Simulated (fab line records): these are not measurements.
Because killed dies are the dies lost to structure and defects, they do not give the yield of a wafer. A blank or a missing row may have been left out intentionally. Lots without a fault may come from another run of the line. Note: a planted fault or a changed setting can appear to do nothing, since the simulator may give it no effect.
3 desks, one fault | flow n5 finfet | what lay behind the numbers comes last; until then each desk has only its own

== METROLOGY DESK ==
Lot by lot, what the gauges showed, no matter which tool ran the lot: averages of those sampled wafers that carry a number. A lot is out of limits, marked OUT, if its mean lies more than 4 standard deviations from the usual mean; the brackets give that distance.
Columns: A = V7_OVL at N5_BEOL_M8_OVL_MEAS_29, usual 0.4 nm
lot  | first seen here | A
L250 | day 9 23:00     | 0.0
L253 | day 10 16:08    | -0.2
L258 | day 12 11:14    | 0.0
L260 | day 13 02:08    | 0.8
L267 | day 15 14:50    | 0.5
L270 | day 15 19:23    | 0.1
This desk's verdict: no lot among the 6 shows anything out of limits.

== FOR THE TOOL OWNER'S DESK: rie diel-05 ==
The tool's own readings at N5_BEOL_M8_ETCH_41 (etches SiCN in CH3F/O2, target depth 31.9 nm, time 57.8 s): means of the sampled wafers that have a number, for each lot that ran on this tool. A lot is out of limits, marked OUT, if its mean lies more than 4 standard deviations from the usual mean; the brackets give that distance.
Columns: A = drypump motor current A at N5_BEOL_M8_ETCH_41, usual 5.9 A; B = oes product au at N5_BEOL_M8_ETCH_41, usual 0.75 a.u.; C = rf vpp V at N5_BEOL_M8_ETCH_41, usual 297.0 V; D = showerhead plenum p Torr at N5_BEOL_M8_ETCH_41, usual 1.99 Torr; E = throttle valve pct at N5_BEOL_M8_ETCH_41, usual 16.39 %
lot  | first seen here | A   | B    | C     | D    | E
L250 | day 9 23:29     | 5.8 | 0.80 | 296.6 | 1.98 | 16.17
L258 | day 12 11:41    | 6.4 | 0.67 | 297.2 | 2.01 | 16.42
L260 | day 13 02:32    | 6.3 | 0.65 | 296.2 | 2.00 | 16.64
This desk's verdict: no lot among the 3 shows anything out of limits.

== THE DEFECT DESK ==
For each lot, the counts of the inspections along the route, averaged over the sampled wafers that have a number. A lot is out of limits, marked OUT, if its mean lies more than 4 standard deviations from the usual mean; the brackets give that distance.
Columns: A = raw defect count at N5_BEOL_M8_INSPECT_30, usual 417
lot  | first seen here | A
L250 | day 9 23:04     | 424
L253 | day 10 16:12    | 376
L258 | day 12 11:17    | 397
L260 | day 13 02:12    | 414
L267 | day 15 14:54    | 249
L270 | day 15 19:26    | 312
This desk's verdict: no lot among the 6 shows anything out of limits.

== ALL TOGETHER ==
The metrology desk saw nothing out of limits.
The tool owner's desk saw nothing out of limits.
No out-of-limits result turned up at the defect desk.

== WHAT WAS PUT IN BY THE SIMULATOR ==
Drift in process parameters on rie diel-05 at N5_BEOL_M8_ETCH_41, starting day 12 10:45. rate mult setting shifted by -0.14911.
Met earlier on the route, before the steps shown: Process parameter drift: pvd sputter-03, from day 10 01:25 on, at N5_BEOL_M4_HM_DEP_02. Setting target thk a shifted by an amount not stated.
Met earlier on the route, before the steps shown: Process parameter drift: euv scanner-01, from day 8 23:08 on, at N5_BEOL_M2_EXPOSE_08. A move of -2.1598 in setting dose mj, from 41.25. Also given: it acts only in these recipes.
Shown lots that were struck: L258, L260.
